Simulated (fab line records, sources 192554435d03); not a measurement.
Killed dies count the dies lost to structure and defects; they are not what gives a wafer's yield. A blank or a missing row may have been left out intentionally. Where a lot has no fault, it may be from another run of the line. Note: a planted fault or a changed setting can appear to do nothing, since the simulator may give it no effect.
fab line records	flow n5Finfet
record lots=5	wafers=15	lastDay=19
route steps=1938 shown HKMG_FIN@404
lots that met no fault: from a run of the same line without faults
startH: hours from the record's first day to the start of the lot's first wafer shown	waitH: hours since the lot's step before	" identical to the entry in the row above	L1.1+2: several wafers, shown together as one row	- no value present, or no start provided	* or withheld: withheld	< > ~ a bound
route shown NAME@n: names a module that has steps shown in the file, with the first one's number in the route	usual: mean and standard deviation over wafers with no fault	same: alike in all rows	chamber/n: place in a boat	sites: per-site readings	_std_site: the standard deviation of these	_edge_site: mean of outer sites minus mean of inner sites	radiusMm: how far each site lies from the wafer's centre	mask NAME#n: copy n	behind: the most recent tool/chamber to have shaped the wafer	hold: cause of the lot's hold/its duration in hours/its outcome	device: which transistor (n, p or np) failed to switch	end of line: the route-end tests of the same wafers	for a step that has no rows: nothing shown but its recipe	killed: dies that structure and defects cost at the first sort, which is not the same as the wafer's yield	map: a wafer's dies, x killed, . not, _ none there
set.NAME: the run value of the setting; set.NAME@STEP: its run value at that earlier step	model.NAME: the simulator's own value behind a step, which no gauge read
a table for each step, a row for each wafer; lots at some steps of the route
services: a tool's chamber out of use, with start hour (startH, from the record's first day; less than 0 if before it), hours out, and reason
## steps
# step N5_HKMG_FIN_STRIP_56
# recipe chemistry=N2/H2	tempC=40	n2FlowSccm=200	h2FlowSccm=200	rfFrequencyHz=6e+07
lot.wafer	tool	chamber	startH	waitH
L077.1+2+5	rieDiel-04	0,1,2	95.26	0.1
L079.2+3+5	rieDiel-04	1,0,1	110.12	0.2
L083.1+2+4	rieDiel-02	3,0,2	124.82	0.1
L087.1+2+5	rieDiel-03	1,2,1	148.72	0.1
L094.3+5+6	rieDiel-04	2,0,1	191.67	0.1
# step N5_HKMG_FIN_STRIP_57
# recipe chemistry=CF4	resist=SiARC	powerW=300	biasPowerW=75	pressureMtorr=50	cf4FlowSccm=150	rfFrequencyHz=6e+07
# usual drypumpMotorCurrentA=6.02/0.19	oesProductAu=0.76/0.066	rfVppV=270.2/1.2	showerheadPlenumPTorr=1.76/0.038	throttleValvePct=13.66/0.25
lot.wafer	tool	chamber	startH	waitH	drypumpMotorCurrentA	oesProductAu	rfHoursCounterH	rfVppV	showerheadPlenumPTorr	throttleValvePct
L077.1	rieDiel-04	0	95.27	0.0	5.99	0.70	199	270.0	1.73	13.68
L077.2	"	1	"	"	6.06	0.77	121	269.8	1.75	13.72
L077.5	"	2	"	"	5.79	0.72	-	272.0	1.79	14.04
L079.2	rieDiel-04	1	110.13	0.0	6.09	0.77	129	269.8	1.75	13.75
L079.3	"	0	"	"	5.99	0.69	-	268.9	1.73	13.72
L079.5	"	1	"	"	6.06	0.77	-	269.9	1.75	13.76
L083.1	rieDiel-02	3	124.83	0.0	6.09	0.94	4	273.0	1.82	13.02
L083.2	"	0	"	"	6.28	0.88	34	269.9	1.77	13.42
L083.4	"	2	"	"	6.16	0.76	142	269.0	1.73	13.46
L087.1	rieDiel-03	1	148.73	0.0	5.93	0.74	146	271.0	1.74	13.94
L087.2	"	2	"	"	6.06	0.78	97	268.4	1.72	13.42
L087.5	"	1	"	"	5.91	0.74	-	270.5	1.74	13.93
L094.3	rieDiel-04	2	191.68	0.0	5.81	0.70	240	269.7	1.78	14.09
L094.5	"	0	"	"	6.00	0.67	-	268.6	1.72	13.75
L094.6	"	1	"	"	6.04	0.73	-	270.4	1.74	13.80
# step N5_HKMG_FIN_ETCH_58
# recipe chemistry=N2/H2	target=SOC	targetDepthA=2158	ionEnergyEv=50	biasW=13	timeS=741	pressureMtorr=30	sourceW=875	n2FlowSccm=200	h2FlowSccm=200
# usual drypumpMotorCurrentA=6.03/0.19	h2FlowSccm=200.0/0.56	oesProductAu=0.77/0.069	rfVppV=98.7/0.9	showerheadPlenumPTorr=2.47/0.067	throttleValvePct=17.80/0.25
lot.wafer	tool	chamber	startH	waitH	drypumpMotorCurrentA	h2FlowSccm	oesProductAu	rfHoursCounterH	rfVppV	showerheadPlenumPTorr	throttleValvePct
L077.1	rieDiel-04	0	95.29	0.0	5.97	200.1	0.71	199	100.3	2.42	17.66
L077.2	"	1	"	"	6.03	199.8	0.80	121	96.5	2.44	17.86
L077.5	"	2	"	"	5.78	200.0	0.73	-	97.7	2.52	18.17
L079.2	rieDiel-04	1	110.16	0.0	6.03	200.1	0.79	129	98.8	2.44	17.89
L079.3	"	0	"	"	6.03	200.1	0.70	-	100.4	2.42	17.68
L079.5	"	1	"	"	6.02	199.4	0.79	-	98.6	2.44	17.88
L083.1	rieDiel-02	3	124.85	0.0	6.13	199.6	0.99	4	99.1	2.62	17.43
L083.2	"	0	"	"	6.27	200.6	0.86	34	98.1	2.48	17.63
L083.4	"	2	"	"	6.19	200.0	0.80	142	98.3	2.44	17.43
L087.1	rieDiel-03	1	148.75	0.0	5.94	199.6	0.71	146	98.9	2.45	18.28
L087.2	"	2	"	"	6.09	200.4	0.77	97	98.4	2.44	17.66
L087.5	"	1	"	"	5.94	199.7	0.72	-	97.6	2.45	18.26
L094.3	rieDiel-04	2	191.70	0.0	5.79	200.3	0.70	240	100.5	2.51	18.20
L094.5	"	0	"	"	6.01	200.0	0.68	-	98.1	2.41	17.71
L094.6	"	1	"	"	6.06	199.8	0.75	-	98.1	2.43	17.91
# step N5_HKMG_FIN_STRIP_93
# recipe chemistry=N2/H2	material=SOC	timeS=20	powerW=500	tempC=40	pressureMtorr=50	rfFrequencyHz=6e+07	biasPowerW=8	h2Frac=0.5	n2FlowSccm=300	h2FlowSccm=300
# usual drypumpMotorCurrentA=6.03/0.19	h2FlowSccm=299.9/0.86	oesProductAu=0.77/0.069	rfVppV=54.0/0.84	showerheadPlenumPTorr=3.27/0.085	throttleValvePct=18.9/0.39
lot.wafer	tool	chamber	startH	waitH	drypumpMotorCurrentA	h2FlowSccm	oesProductAu	rfHoursCounterH	rfVppV	showerheadPlenumPTorr	throttleValvePct
L077.1	rieDiel-04	0	95.71	0.2	6.06	301.0	0.72	199	55.3	3.20	18.7
L077.2	"	1	"	"	6.08	300.8	0.80	121	54.6	3.23	19.3
L077.5	"	2	"	"	5.80	299.0	0.72	-	53.2	3.33	19.3
L079.2	rieDiel-04	1	110.80	0.4	6.05	299.9	0.79	129	54.5	3.23	19.3
L079.3	"	0	"	"	5.98	299.9	0.71	-	54.6	3.20	18.7
L079.5	"	1	"	"	6.05	300.2	0.80	-	55.1	3.23	19.3
L083.1	rieDiel-02	3	125.28	0.2	6.12	299.1	0.99	4	53.5	3.46	18.6
L083.2	"	0	"	"	6.32	300.6	0.86	34	53.3	3.28	18.8
L083.4	"	2	"	"	6.16	299.8	0.78	142	54.3	3.23	18.2
L087.1	rieDiel-03	1	149.17	0.2	5.95	299.9	0.72	146	55.0	3.24	19.7
L087.2	"	2	"	"	6.09	300.4	0.78	97	53.8	3.23	18.9
L087.5	"	1	"	"	5.93	299.8	0.72	-	54.7	3.24	19.7
L094.3	rieDiel-04	2	192.12	0.2	5.83	299.7	0.70	241	54.4	3.31	19.3
L094.5	"	0	"	"	6.01	300.0	0.68	-	55.6	3.18	18.7
L094.6	"	1	"	"	6.08	300.2	0.76	-	54.3	3.21	19.4
# step N5_HKMG_FIN_WET_ETCH_76
# recipe chemistry=dNH4OH	mix=1:50	tempC=25	target=Al2O3	stopOn=La2O3	targetDepthNm=2.25	dry=ipaMarangoni	rinseTimeS=30	rinseTempC=23
lot.wafer	tool	chamber	startH	waitH
L077.1+2+5	wetBench-06	5,6,0	95.79	0.1
L079.2+3+5	wetBench-04	7,4,5	110.91	0.1
L083.1+2+4	wetBench-06	0,6,3	125.36	0.1
L087.1+2+5	wetBench-01	0,6,4	149.26	0.1
L094.3+5+6	wetBench-06	7,5,6	192.21	0.1
# step N5_HKMG_FIN_STRIP_60
# recipe chemistry=N2/H2	powerW=2500	tempC=300	h2Frac=0.65	timeS=360	pressureMtorr=withheld	n2FlowSccm=1750	h2FlowSccm=3250
# usual drypumpMotorCurrentA=5.39/0.28	h2FlowSccm=3251/11	heaterPowerW=466/73
lot.wafer	tool	chamber	startH	waitH	drypumpMotorCurrentA	h2FlowSccm	heaterPowerW	rfHoursCounterH
L077.1	plasmaAsher-01	1	95.86	0.0	5.15	3253	370	41
L077.2	"	0	"	"	5.58	3269	508	41
L077.5	"	1	"	"	5.15	3255	375	-
L079.2	plasmaAsher-01	1	110.98	0.0	5.15	3243	376	44
L079.3	"	0	"	"	5.60	3244	518	-
L079.5	"	1	"	"	5.16	3251	378	-
L083.1	plasmaAsher-02	1	125.43	0.0	5.82	3256	568	90
L083.2	"	0	"	"	5.02	3244	484	90
L083.4	"	0	"	"	4.99	3256	488	-
L087.1	plasmaAsher-01	1	149.32	0.0	5.14	3238	370	52
L087.2	"	0	"	"	5.60	3236	512	52
L087.5	"	0	"	"	5.62	3235	507	-
L094.3	plasmaAsher-02	0	192.40	0.1	5.02	3260	480	-
L094.5	"	0	"	"	5.01	3272	477	-
L094.6	"	1	"	"	5.86	3253	570	-
# step N5_HKMG_FIN_WET_ETCH_77
# recipe chemistry=dHCl	mix=1:10000	tempC=25	target=La2O3	stopOn=HfO2	targetDepthNm=2
lot.wafer	tool	chamber	startH	waitH
L077.1+2+5	wetBench-06	5,0,6	96.25	0.3
L079.2+3+5	wetBench-04	5,4,6	111.36	0.3
L083.1+2+4	wetBench-06	2,0,3	125.82	0.3
L087.1+2+5	wetBench-01	7,1,5	149.71	0.3
L094.3+5+6	wetBench-01	2,5,7	192.66	0.1
# step N5_HKMG_FIN_WET_ETCH_78
# recipe chemistry=dNH4OH	mix=1:50	tempC=25	target=Al2O3	stopOn=La2O3	targetDepthNm=4.5	dry=ipaMarangoni	rinseTimeS=30	rinseTempC=23
lot.wafer	tool	chamber	startH	waitH
L077.1+2+5	wetBench-06	5,0,6	96.28	0.0
L079.2+3+5	wetBench-04	5,4,6	111.39	0.0
L083.1+2+4	wetBench-06	2,0,3	125.85	0.0
L087.1+2+5	wetBench-01	7,1,5	149.74	0.0
L094.3+5+6	wetBench-01	2,5,7	192.70	0.0
# step N5_HKMG_FIN_ALD_79
# recipe material=TiN	targetThkA=15	tempC=400	aldPrecursorFamily=TiCl4	aldCoReactant=NH3	pulseTimeS=1	purgeTimeS=3	coReactantPurgeTimeS=2	coReactantPulseTimeS=2	aldCycles=68	pressureTorr=3
# usual heaterPowerW=868/100	precursorPulseHeightRel=0.998/0.02
lot.wafer	tool	chamber	startH	waitH	heaterPowerW	precursorPulseHeightRel
L077.1	aldMetal-02	3	96.35	0.0	826	0.964
L077.2	"	0	"	"	960	1.044
L077.5	"	1	"	"	787	0.994
L079.2	aldMetal-02	0	111.46	0.0	958	0.988
L079.3	"	3	"	"	863	0.999
L079.5	"	3	"	"	860	0.980
L083.1	aldMetal-04	3	125.92	0.0	908	1.025
L083.2	"	0	"	"	822	0.988
L083.4	"	2	"	"	874	1.030
L087.1	aldMetal-02	2	149.81	0.0	853	0.992
L087.2	"	3	"	"	858	0.976
L087.5	"	0	"	"	945	1.024
L094.3	aldMetal-03	2	192.77	0.0	1062	0.979
L094.5	"	3	"	"	898	0.994
L094.6	"	0	"	"	958	0.960
# step N5_HKMG_FIN_CVD_62
# recipe material=a-Si	targetThkA=30	tempC=500	precursor=Si2H6	pressureTorr=1	timeS=20.8
# usual heaterPowerW=1540/190
lot.wafer	tool	chamber	startH	waitH	heaterPowerW
L077.1	thermalCvdSi-01	0	96.71	0.2	1306
L077.2	"	2	"	"	1639
L077.5	"	2	"	"	1602
L079.2	thermalCvdSi-01	0	111.83	0.2	1282
L079.3	"	2	"	"	1624
L079.5	"	2	"	"	1639
L083.1	thermalCvdSi-01	2	126.28	0.2	1638
L083.2	"	0	"	"	1342
L083.4	"	0	"	"	1274
L087.1	thermalCvdSi-01	0	150.18	0.2	1290
L087.2	"	2	"	"	1640
L087.5	"	0	"	"	1309
L094.3	thermalCvdSi-02	2	193.18	0.2	1692
L094.5	"	2	"	"	1695
L094.6	"	1	"	"	1851
# step N5_HKMG_FIN_RTA_80
# recipe tempC=withheld	timeS=2	ambient=N2	idleTempC=600	rampUpCPerS=150	rampDownCPerS=60	coolToC=600
lot.wafer	tool	chamber	startH	waitH
L077.1+2+5	rtpAnneal-01	0	96.89	0.1
L079.2+3+5	rtpAnneal-01	0	112.08	0.2
L083.1+2+4	rtpAnneal-02	0	126.42	0.1
L087.1+2+5	rtpAnneal-02	0	150.36	0.1
L094.3+5+6	rtpAnneal-01	0	193.49	0.3
# step N5_HKMG_FIN_PRECLEAN_64
# recipe chemistry=dHF	timeS=30	tempC=25	dilution=withheld
lot.wafer	tool	chamber	startH	waitH
L077.1+2+5	wetBench-06	7,0,6	97.05	0.1
L079.2+3+5	wetBench-04	3,1,5	112.20	0.1
L083.1+2+4	wetBench-04	5,3,2	126.56	0.1
L087.1+2+5	wetBench-04	0,2,3	150.50	0.1
L094.3+5+6	wetBench-06	1,5,4	193.59	0.1
# step N5_HKMG_FIN_WET_ETCH_65
# recipe chemistry=TMAH	tempC=70	concWtPct=5	target=a-Si	stopOn=TiN	timeS=49	targetDepthNm=3
lot.wafer	tool	chamber	startH	waitH
L077.1+2+5	wetBench-06	7,0,6	97.06	0.0
L079.2+3+5	wetBench-04	3,1,5	112.22	0.0
L083.1+2+4	wetBench-04	5,3,2	126.57	0.0
L087.1+2+5	wetBench-04	0,2,3	150.51	0.0
L094.3+5+6	wetBench-06	1,5,4	193.61	0.0
# step N5_HKMG_FIN_WET_ETCH_81
# recipe chemistry=SC1	target=TiN	stopOn=HfO2	mix=1:1:5	tempC=60	timeS=57	targetDepthNm=6
lot.wafer	tool	chamber	startH	waitH
L077.1+2+5	wetBench-06	7,0,6	97.08	0.0
L079.2+3+5	wetBench-04	3,1,5	112.23	0.0
L083.1+2+4	wetBench-04	5,3,2	126.59	0.0
L087.1+2+5	wetBench-04	0,2,3	150.53	0.0
L094.3+5+6	wetBench-06	1,5,4	193.62	0.0
# step N5_HKMG_FIN_WET_ETCH_82
# recipe chemistry=dHCl	mix=1:10000	tempC=25	target=La2O3	stopOn=HfO2	targetDepthNm=2	dry=ipaMarangoni	rinseTimeS=30	rinseTempC=23
lot.wafer	tool	chamber	startH	waitH
L077.1+2+5	wetBench-06	7,0,6	97.11	0.0
L079.2+3+5	wetBench-04	3,1,5	112.26	0.0
L083.1+2+4	wetBench-04	5,3,2	126.62	0.0
L087.1+2+5	wetBench-04	0,2,3	150.56	0.0
L094.3+5+6	wetBench-06	1,5,4	193.65	0.0
# step N5_HKMG_FIN_ALD_36
# recipe material=TiN	targetThkA=10	tempC=400	aldPrecursorFamily=TiCl4	aldCoReactant=NH3	pulseTimeS=1	purgeTimeS=3	coReactantPurgeTimeS=2	coReactantPulseTimeS=2	aldCycles=47	pressureTorr=3
# usual heaterPowerW=864/100	precursorPulseHeightRel=1.003/0.019
lot.wafer	tool	chamber	startH	waitH	heaterPowerW	precursorPulseHeightRel
L077.1	aldMetal-03	0	97.17	0.0	978	0.989
L077.2	"	3	"	"	905	0.979
L077.5	"	0	"	"	947	1.005
L079.2	aldMetal-04	0	112.32	0.0	794	0.972
L079.3	"	2	"	"	840	1.032
L079.5	"	2	"	"	849	0.968
L083.1	aldMetal-02	0	126.68	0.0	942	1.037
L083.2	"	1	"	"	799	0.979
L083.4	"	3	"	"	876	1.010
L087.1	aldMetal-02	2	150.62	0.0	861	1.054
L087.2	"	0	"	"	981	1.015
L087.5	"	2	"	"	885	1.031
L094.3	aldMetal-02	1	193.71	0.0	797	0.985
L094.5	"	0	"	"	960	0.991
L094.6	"	1	"	"	795	1.041
# step N5_HKMG_FIN_THK_MEAS_70
# recipe thkMeasGauge=xrf	reads=HfO2_of_HKMG_FIN_HK_ALD_01
# usual HK_THK=1.610/0.024
lot.wafer	tool	chamber	startH	waitH	HK_THK[nm]
L077.1	filmMetro-01	-	97.45	0.2	1.599
L077.2	"	-	"	"	1.625
L077.5	"	-	"	"	1.633
L079.2	filmMetro-02	-	112.60	0.2	1.570
L079.3	"	-	"	"	1.591
L079.5	"	-	"	"	1.578
L083.1	filmMetro-01	-	126.96	0.2	1.610
L083.2	"	-	"	"	1.640
L083.4	"	-	"	"	1.632
L087.1	filmMetro-01	-	150.90	0.2	1.654
L087.2	"	-	"	"	1.656
L087.5	"	-	"	"	1.655
L094.3	filmMetro-01	-	193.99	0.2	1.608
L094.5	"	-	"	"	1.626
L094.6	"	-	"	"	1.610
# step N5_HKMG_FIN_PWFM_ALD_03
# recipe material=TiN	targetThkA=20	tempC=400	aldPrecursorFamily=TiCl4	aldCoReactant=NH3	pulseTimeS=1	purgeTimeS=3	coReactantPurgeTimeS=2	coReactantPulseTimeS=2	aldCycles=91	pressureTorr=3
# usual heaterPowerW=863/97	precursorPulseHeightRel=1.002/0.02
lot.wafer	tool	chamber	startH	waitH	heaterPowerW	precursorPulseHeightRel
L077.1	aldMetal-02	1	97.49	0.0	796	0.993
L077.2	"	2	"	"	878	0.992
L077.5	"	1	"	"	810	0.971
L079.2	aldMetal-03	0	112.64	0.0	942	1.025
L079.3	"	2	"	"	1076	0.973
L079.5	"	3	"	"	890	0.995
L083.1	aldMetal-04	3	127.00	0.0	914	1.009
L083.2	"	0	"	"	814	1.016
L083.4	"	1	"	"	697	0.990
L087.1	aldMetal-04	0	150.94	0.0	836	1.005
L087.2	"	3	"	"	880	1.008
L087.5	"	0	"	"	788	1.009
L094.3	aldMetal-04	2	194.03	0.0	837	0.969
L094.5	"	0	"	"	812	1.004
L094.6	"	1	"	"	705	0.994
# step N5_HKMG_FIN_COAT_29
# recipe resist=SOC	tempC=250	timeS=60	spinRpm=1500	resistThkNm=300
# usual chillPlateTempC=23.02/0.099	plateTempC=249.99/0.18	spinSpeedRpm=1500.0/1
lot.wafer	tool	chamber	startH	waitH	chillPlateTempC	plateTempC	spinSpeedRpm
L077.1	lithoTrack-04	0	97.96	0.2	23.11	249.71	1498.8
L077.2	"	0	"	"	22.96	249.94	1499.0
L077.5	"	0	"	"	23.00	249.70	1500.8
L079.2	lithoTrack-03	0	113.11	0.2	23.02	250.12	1500.7
L079.3	"	0	"	"	23.16	250.14	1501.4
L079.5	"	0	"	"	23.08	250.12	1499.3
L083.1	lithoTrack-04	0	127.48	0.3	23.09	250.12	1501.9
L083.2	"	0	"	"	22.85	250.15	1499.1
L083.4	"	0	"	"	23.03	249.89	1500.1
L087.1	lithoTrack-03	0	151.41	0.2	22.85	249.95	1499.4
L087.2	"	0	"	"	22.97	249.89	1500.8
L087.5	"	0	"	"	23.05	250.04	1500.0
L094.3	lithoTrack-04	0	194.50	0.2	23.17	250.16	1500.3
L094.5	"	0	"	"	23.07	250.03	1500.8
L094.6	"	0	"	"	23.15	250.20	1500.1
# step N5_HKMG_FIN_COAT_30
# recipe resist=SiARC	tempC=220	timeS=60	spinRpm=1500	resistThkNm=35
# usual chillPlateTempC=22.99/0.1	plateTempC=220.00/0.19	spinSpeedRpm=1500.0/0.97
lot.wafer	tool	chamber	startH	waitH	chillPlateTempC	plateTempC	spinSpeedRpm
L077.1	lithoTrack-04	0	-	-	22.87	219.89	1499.9
L077.2	"	0	"	"	23.02	219.74	1498.1
L077.5	"	0	"	"	23.04	219.99	1500.4
L079.2	lithoTrack-03	0	-	-	23.09	219.71	1499.0
L079.3	"	0	"	"	23.09	219.76	1499.8
L079.5	"	0	"	"	23.14	219.71	1499.1
L083.1	lithoTrack-04	0	-	-	22.94	220.10	1499.8
L083.2	"	0	"	"	22.99	220.28	1499.3
L083.4	"	0	"	"	23.03	220.26	1499.5
L087.1	lithoTrack-03	0	-	-	22.95	220.00	1501.0
L087.2	"	0	"	"	23.06	220.01	1500.9
L087.5	"	0	"	"	23.02	219.97	1501.0
L094.3	lithoTrack-04	0	-	-	22.92	219.85	1500.7
L094.5	"	0	"	"	22.97	220.13	1499.8
L094.6	"	0	"	"	22.95	220.05	1499.6
# step N5_HKMG_FIN_COAT_06
# recipe resist=CAR-ArF	spinRpm=1500	resistThkNm=90
# usual chillPlateTempC=23.00/0.11	spinSpeedRpm=1499.9/0.93
lot.wafer	tool	chamber	startH	waitH	chillPlateTempC	spinSpeedRpm
L077.1	lithoTrack-04	0	-	-	22.92	1499.0
L077.2	"	0	"	"	22.95	1501.3
L077.5	"	0	"	"	22.93	1499.8
L079.2	lithoTrack-03	0	-	-	23.06	1499.2
L079.3	"	0	"	"	22.99	1500.5
L079.5	"	0	"	"	23.04	1498.3
L083.1	lithoTrack-04	0	-	-	23.02	1501.1
L083.2	"	0	"	"	22.88	1500.7
L083.4	"	0	"	"	22.98	1499.1
L087.1	lithoTrack-03	0	-	-	22.92	1498.7
L087.2	"	0	"	"	22.83	1500.4
L087.5	"	0	"	"	23.00	1498.7
L094.3	lithoTrack-04	0	-	-	23.10	1500.4
L094.5	"	0	"	"	23.05	1499.5
L094.6	"	0	"	"	23.02	1498.7
# step N5_HKMG_FIN_EBR_08
# recipe solvent=PGMEA	ebrWidthMm=1.5
# usual chillPlateTempC=22.99/0.12
lot.wafer	tool	chamber	startH	waitH	chillPlateTempC
L077.1	lithoTrack-04	0	-	-	23.17
L077.2	"	0	"	"	22.96
L077.5	"	0	"	"	23.01
L079.2	lithoTrack-03	0	-	-	22.93
L079.3	"	0	"	"	22.91
L079.5	"	0	"	"	22.97
L083.1	lithoTrack-04	0	-	-	22.98
L083.2	"	0	"	"	22.76
L083.4	"	0	"	"	22.87
L087.1	lithoTrack-03	0	-	-	22.98
L087.2	"	0	"	"	22.95
L087.5	"	0	"	"	23.11
L094.3	lithoTrack-04	0	-	-	23.03
L094.5	"	0	"	"	23.09
L094.6	"	0	"	"	23.08
# step N5_HKMG_FIN_SOFTBAKE_07
# recipe tempC=110	timeS=60	resist=CAR-ArF
# usual chillPlateTempC=23.01/0.1	plateTempC=110.01/0.13
lot.wafer	tool	chamber	startH	waitH	chillPlateTempC	plateTempC
L077.1	lithoTrack-04	0	-	-	22.93	110.07
L077.2	"	0	"	"	22.86	109.99
L077.5	"	0	"	"	22.96	109.94
L079.2	lithoTrack-03	0	-	-	23.10	109.92
L079.3	"	0	"	"	23.07	110.10
L079.5	"	0	"	"	23.17	110.12
L083.1	lithoTrack-04	0	-	-	23.08	110.15
L083.2	"	0	"	"	23.19	109.93
L083.4	"	0	"	"	23.15	110.08
L087.1	lithoTrack-03	0	-	-	23.03	110.05
L087.2	"	0	"	"	23.08	110.02
L087.5	"	0	"	"	23.07	109.95
L094.3	lithoTrack-04	0	-	-	23.00	110.21
L094.5	"	0	"	"	23.05	109.95
L094.6	"	0	"	"	23.04	110.12
# step N5_HKMG_FIN_EXPOSE_09
# recipe maskId=NWFM	na=1.35	sourceShape=conventional	sigmaOuter=0.8	polarization=unpolarized	doseMj=39.25
lot.wafer	tool	chamber	startH	waitH	mask
L077.1+2+5	arfiScanner-02	0	98.08	-	NWFM#0
L079.2+3+5	arfiScanner-02	0	113.36	-	NWFM#0
L083.1+2+4	arfiScanner-03	0	127.72	-	NWFM#0
L087.1+2+5	arfiScanner-02	0	151.65	-	NWFM#0
L094.3+5+6	arfiScanner-03	0	194.75	-	NWFM#0
# step N5_HKMG_FIN_PEB_10
# recipe pebTempC=withheld	pebTimeS=60	resist=CAR-ArF
# usual chillPlateTempC=23.00/0.098
# same pebTimeS=60
lot.wafer	tool	chamber	startH	waitH	chillPlateTempC
L077.1	lithoTrack-04	0	98.13	0.1	23.06
L077.2	"	0	"	"	22.93
L077.5	"	0	"	"	22.92
L079.2	lithoTrack-04	0	113.41	0.0	23.04
L079.3	"	0	"	"	23.10
L079.5	"	0	"	"	23.01
L083.1	lithoTrack-01	0	127.78	0.1	22.98
L083.2	"	0	"	"	22.97
L083.4	"	0	"	"	22.98
L087.1	lithoTrack-01	0	151.71	0.1	22.87
L087.2	"	0	"	"	22.93
L087.5	"	0	"	"	23.00
L094.3	lithoTrack-03	0	194.80	0.0	22.96
L094.5	"	0	"	"	23.12
L094.6	"	0	"	"	23.07
# step N5_HKMG_FIN_DEVELOP_11
# recipe developTimeS=30	developer=TMAH	resist=CAR-ArF	devTempC=23	rinseLiquid=diw	dry=airSpin
# usual chillPlateTempC=22.98/0.096
lot.wafer	tool	chamber	startH	waitH	chillPlateTempC
L077.1	lithoTrack-04	0	-	-	22.94
L077.2	"	0	"	"	22.89
L077.5	"	0	"	"	22.97
L079.2	lithoTrack-04	0	-	-	22.90
L079.3	"	0	"	"	22.97
L079.5	"	0	"	"	22.94
L083.1	lithoTrack-01	0	-	-	23.02
L083.2	"	0	"	"	23.07
L083.4	"	0	"	"	23.14
L087.1	lithoTrack-01	0	-	-	22.99
L087.2	"	0	"	"	23.12
L087.5	"	0	"	"	23.18
L094.3	lithoTrack-03	0	-	-	23.04
L094.5	"	0	"	"	23.19
L094.6	"	0	"	"	23.07
# step N5_HKMG_FIN_CD_MEAS_12
# recipe targetCdNm=92.8	landingEnergyEv=500	detector=seInlens
# usual cdNm=92.2/0.83
lot.wafer	tool	chamber	startH	waitH	cdNm
L077.1	cdSem-01	0	98.20	-	92.8
L077.2	"	0	"	"	91.5
L077.5	"	0	"	"	90.9
L079.2	cdSem-01	0	113.48	-	91.2
L079.3	"	0	"	"	91.2
L079.5	"	0	"	"	90.5
L083.1	cdSem-01	0	127.85	-	92.1
L083.2	"	0	"	"	91.7
L083.4	"	0	"	"	91.9
L087.1	cdSem-03	0	151.78	-	93.7
L087.2	"	0	"	"	93.1
L087.5	"	0	"	"	92.7
L094.3	cdSem-02	0	194.87	-	93.6
L094.5	"	0	"	"	92.5
L094.6	"	0	"	"	94.0
# step N5_HKMG_FIN_OVL_MEAS_13
# recipe pointsPerWafer=44
# usual NWFM_OVL=0.8/0.96
lot.wafer	tool	chamber	startH	waitH	NWFM_OVL[nm]
L077.1	overlay-02	0	98.23	0.0	-0.3
L077.2	"	0	"	"	0.8
L077.5	"	0	"	"	-0.7
L079.2	overlay-01	0	113.51	0.0	0.0
L079.3	"	0	"	"	-0.4
L079.5	"	0	"	"	0.0
L083.1	overlay-01	0	127.88	0.0	1.9
L083.2	"	0	"	"	0.4
L083.4	"	0	"	"	0.8
L087.1	overlay-01	0	151.81	0.0	-0.9
L087.2	"	0	"	"	-0.2
L087.5	"	0	"	"	-0.8
L094.3	overlay-02	0	194.90	0.0	0.9
L094.5	"	0	"	"	0.4
L094.6	"	0	"	"	1.6
# step N5_HKMG_FIN_INSPECT_14
# recipe mode=adi	inspectInstrument=macro
# usual rawDefectCount=2.2/1.4
lot.wafer	tool	chamber	startH	waitH	rawDefectCount
L077.1	defectInspect-01	-	98.25	0.0	2
L077.2	"	-	"	"	3
L077.5	"	-	"	"	2
L079.2	defectInspect-02	-	113.53	0.0	2
L079.3	"	-	"	"	4
L079.5	"	-	"	"	3
L083.1	defectInspect-02	-	127.90	0.0	2
L083.2	"	-	"	"	3
L083.4	"	-	"	"	0
L087.1	defectInspect-01	-	151.83	0.0	5
L087.2	"	-	"	"	3
L087.5	"	-	"	"	3
L094.3	defectInspect-02	-	194.93	0.0	2
L094.5	"	-	"	"	1
L094.6	"	-	"	"	2
# step N5_HKMG_FIN_DESCUM_17
# recipe chemistry=O2	timeS=7.9	sourcePowerW=50	biasPowerW=20	pressureMtorr=20	rfFrequencyHz=2.712e+07	tempC=40	resist=CAR-ArF	o2FlowSccm=225
# usual drypumpMotorCurrentA=6.02/0.22	oesProductAu=0.77/0.069	rfVppV=242.4/1.1	showerheadPlenumPTorr=2.04/0.056	throttleValvePct=20.48/0.25
lot.wafer	tool	chamber	startH	waitH	drypumpMotorCurrentA	oesProductAu	rfHoursCounterH	rfVppV	showerheadPlenumPTorr	throttleValvePct
L077.1	rieDiel-04	2	98.29	0.0	5.78	0.70	215	244.2	2.06	20.74
L077.2	"	1	"	"	6.06	0.79	122	240.1	2.06	20.75
L077.5	"	0	"	"	6.00	0.71	-	241.8	2.01	20.40
L079.2	rieDiel-04	0	113.56	0.0	6.02	0.71	207	241.5	2.01	20.40
L079.3	"	1	"	"	6.07	0.78	130	242.1	2.05	20.78
L079.5	"	1	"	"	6.03	0.78	-	241.1	2.05	20.76
L083.1	rieDiel-03	1	127.94	0.0	5.93	0.76	141	241.6	2.00	20.78
L083.2	"	3	"	"	5.86	0.74	193	243.3	2.10	20.42
L083.4	"	0	"	"	5.44	0.77	139	242.8	2.08	20.61
L087.1	rieDiel-03	3	151.87	0.0	5.88	0.74	199	241.6	2.10	20.42
L087.2	"	0	"	"	5.45	0.76	145	243.0	2.08	20.60
L087.5	"	0	"	"	5.43	0.76	-	244.3	2.08	20.61
L094.3	rieDiel-04	2	194.98	0.1	5.79	0.69	241	242.6	2.05	20.78
L094.5	"	2	"	"	5.80	0.69	-	243.3	2.05	20.77
L094.6	"	3	"	"	6.16	0.78	-	242.8	2.03	20.73
## services
tool	chamber	startH	hours	kind
wetBench-01	-	72.14	4.4	pm
aldMetal-03	-	81.19	1.7	repair
arfiScanner-02	-	81.57	1.2	repair
rieDiel-03	-	83.71	14.6	pm
aldMetal-04	-	85.11	6.0	pm
aldMetal-04	-	96.64	2.8	pm
rieDiel-04	2	100.26	10.0	repair
rieDiel-03	1	100.86	6.7	repair
plasmaAsher-01	-	101.59	0.5	repair
aldMetal-02	-	107.83	2.1	repair
aldMetal-02	2	110.44	29.9	repair
thermalCvdSi-01	-	117.30	3.4	repair
arfiScanner-02	-	117.83	1.3	pm
arfiScanner-02	-	123.68	3.9	pm
aldMetal-02	0	130.61	4.4	repair
aldMetal-04	1	132.93	26.9	repair
aldMetal-02	0	151.15	21.7	repair
arfiScanner-02	-	169.17	0.8	pm
thermalCvdSi-01	1	171.58	2.2	repair
arfiScanner-02	-	174.24	4.2	repair
rtpAnneal-01	-	176.76	2.0	pm
plasmaAsher-01	-	179.22	1.0	repair
rieDiel-04	1	184.51	1.2	repair
arfiScanner-02	-	189.26	1.7	repair
## key
fault none
